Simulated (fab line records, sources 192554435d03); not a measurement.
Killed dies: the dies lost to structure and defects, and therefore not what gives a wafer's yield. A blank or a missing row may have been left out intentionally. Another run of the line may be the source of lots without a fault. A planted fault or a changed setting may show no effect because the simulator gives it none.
Chamber matching :: flow n5-finfet :: N5_FIN_SAQP_MANDREL2_REMOVE_60 on rie-si-01 has 4 sister chambers
The step chemistry HBr/Cl2/O2, target a-Si, stops on SiNx, bt time 10 s. 4 wafers are shown with their chamber, then 12 later ones without.

EACH WAFER AND ITS CHAMBER
wafer: L084.1
chamber: 1
drypump-motor-current-A (A): 5.6

wafer: L087.6
chamber: 2
drypump-motor-current-A (A): 5.5

wafer: L088.4
chamber: 3
drypump-motor-current-A (A): 4.7

wafer: L088.6
chamber: 0
drypump-motor-current-A (A): 6.3

WAFERS WITH NO CHAMBER GIVEN
wafer: L089.1
drypump-motor-current-A (A): 4.7

wafer: L089.3
drypump-motor-current-A (A): 6.2

wafer: L089.6
drypump-motor-current-A (A): 5.5

wafer: L090.2
drypump-motor-current-A (A): 5.5

wafer: L090.3
drypump-motor-current-A (A): 5.6

wafer: L090.5
drypump-motor-current-A (A): 6.2

wafer: L092.2
drypump-motor-current-A (A): 5.6

wafer: L092.3
drypump-motor-current-A (A): 4.7

wafer: L092.5
drypump-motor-current-A (A): 5.5

wafer: L095.1
drypump-motor-current-A (A): 5.5

wafer: L095.2
drypump-motor-current-A (A): 5.6

wafer: L095.3
drypump-motor-current-A (A): 6.3

CHAMBER TAKEN BY EACH
wafer: L089.1
from the rows above: 3
in truth: 3

wafer: L089.3
from the rows above: 0
in truth: 0

wafer: L089.6
from the rows above: 2
in truth: 2

wafer: L090.2
from the rows above: 2
in truth: 2

wafer: L090.3
from the rows above: 1
in truth: 1

wafer: L090.5
from the rows above: 0
in truth: 0

wafer: L092.2
from the rows above: 1
in truth: 1

wafer: L092.3
from the rows above: 3
in truth: 3

wafer: L092.5
from the rows above: 2
in truth: 2

wafer: L095.1
from the rows above: 2
in truth: 2

wafer: L095.2
from the rows above: 1
in truth: 1

wafer: L095.3
from the rows above: 0
in truth: 0
12 of 12 placed correctly. Can't be placed from these rows: 0. 0 placed wrongly.
How it was worked out, from the rows above alone: a wafer's distance from a chamber is the root of the sum, over the readings, of the square of ((its reading less the chamber's mean) divided by the reading's scatter). The wafer belongs to the nearest chamber; if the next one is less than 2 further off, it can't be placed. A chamber's mean is the mean of its shown wafers. The scatter: with one shown wafer a chamber, the root of the mean of the squares of how far each hidden wafer lies from its nearest shown one.
